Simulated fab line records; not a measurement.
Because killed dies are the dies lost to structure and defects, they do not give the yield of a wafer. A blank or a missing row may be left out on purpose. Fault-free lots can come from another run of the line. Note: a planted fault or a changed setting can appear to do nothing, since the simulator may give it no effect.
Split-lot study    flow n5-finfet    7 lots, 21 wafers read, on a route of 1938 steps

ON THE SPLIT
At N5_BEOL_M9_ETCH_66 (etches SOC in N2/H2, target depth 80 nm, overetch 16 nm, time 120 s), the setting time-s was moved away from the recipe's 120 s on 9 of the 21 wafers read, by -19.3% to +20.3%. For the rest of the wafers, this setting stayed at what the recipe calls for.

The reading is taken at the split's own step.

THE READING
SiARC_of_BEOL_M9_COAT_64.thk-nm (the simulator's own value, which no gauge read), in nm, at N5_BEOL_M9_ETCH_66 (etches SOC in N2/H2, target depth 80 nm, overetch 16 nm, time 120 s). No usual value for it is given in the file. The 12 wafers here that ran the recipe average 6.4 nm, standard deviation 0.11 nm.

wafer   tool, chamber at the split  time-s as run, s  against the recipe  SiARC_of_BEOL_M9_COAT_64.thk-nm, nm  against lot-mates on the recipe
L075.3  rie-diel-02, 2              131.1             +9.3%               6                                    -0.2
L075.4  rie-diel-02, 0              120               recipe              6.2                                  -
L075.6  rie-diel-02, 3              131.1             +9.3%               5.8                                  -0.4
L074.2  rie-diel-06, 1,2            120               recipe              6.4                                  -
L074.3  rie-diel-06, 1,2            120               recipe              6.4                                  -
L074.6  rie-diel-06, 3              96.79             -19.3%              7.6                                  +1.2
L083.3  rie-diel-06, 2              144.4             +20.3%              5.4                                  no lot-mate on the recipe
L083.4  rie-diel-06, 0              144.4             +20.3%              5.6                                  no lot-mate on the recipe
L083.5  rie-diel-06, 0              144.4             +20.3%              5.6                                  no lot-mate on the recipe
L087.4  rie-diel-06, 2              120               recipe              6.6                                  -
L087.5  rie-diel-06, 1,3            120               recipe              6.4                                  -
L087.6  rie-diel-06, 1,3            120               recipe              6.4                                  -
L086.1  rie-diel-02, 0              111.8             -6.8%               6.6                                  +0.2
L086.2  rie-diel-02, 2              111.8             -6.8%               7                                    +0.6
L086.4  rie-diel-02, 3              120               recipe              6.4                                  -
L091.2  rie-diel-04, 1              108.3             -9.8%               7                                    +0.7
L091.3  rie-diel-04, 2              120               recipe              6.2                                  -
L091.5  rie-diel-04, 1              120               recipe              6.4                                  -
L093.3  rie-diel-04, 3,0            120               recipe              6.4                                  -
L093.6  rie-diel-04, 3,0            120               recipe              6.4                                  -
L093.5  rie-diel-04, 2              120               recipe              6.2                                  -
Where a row lists several chambers, the file gives one row for several wafers and doesn't say which wafer went through which chamber.

FIT RESULTS
A straight line over all 21 wafers: SiARC_of_BEOL_M9_COAT_64.thk-nm changes by -0.0493 nm for each +1% of time-s; r = -0.96; the points scatter about the line by 0.15 nm.
The same after taking each lot's own level away (the mean of its wafers on the recipe; 18 wafers): -0.0545 nm for each +1%; r = -0.94; scatter 0.13 nm.
On that fit, the largest move of time-s shifts the reading by 1.1 nm.
The lots' own levels span 6.20 to 6.47 nm, that is 2.4 times the standard deviation above.
Consequently the slope shifts little with the lot-to-lot level, the two slopes agreeing.
Check: for one of the wafers moved furthest among these (-19.3%), held out of the fit, the line's prediction against its lot-mates is +0.988 nm. Against them it came out at +1.2 nm.

OTHER SPLITS APPLIED TO THESE WAFERS
Other splits were also applied to these wafers ahead of the reading. Each is held against what the fit with the lots' levels taken away leaves over:
other split on the same wafers  wafers away from the commonest value  r with SiARC_of_BEOL_M9_COAT_64.thk-nm (lot level and that fit taken away)
N5_BEOL_M8_COAT_22 spin-rpm     6                                     -0.10
N5_BEOL_M9_COAT_22 spin-rpm     7                                     -0.22

THE FILE'S OWN FIT
SiARC_of_BEOL_M9_COAT_64.thk-nm changes by -0.0591 nm for each +1% of time-s, r = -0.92.
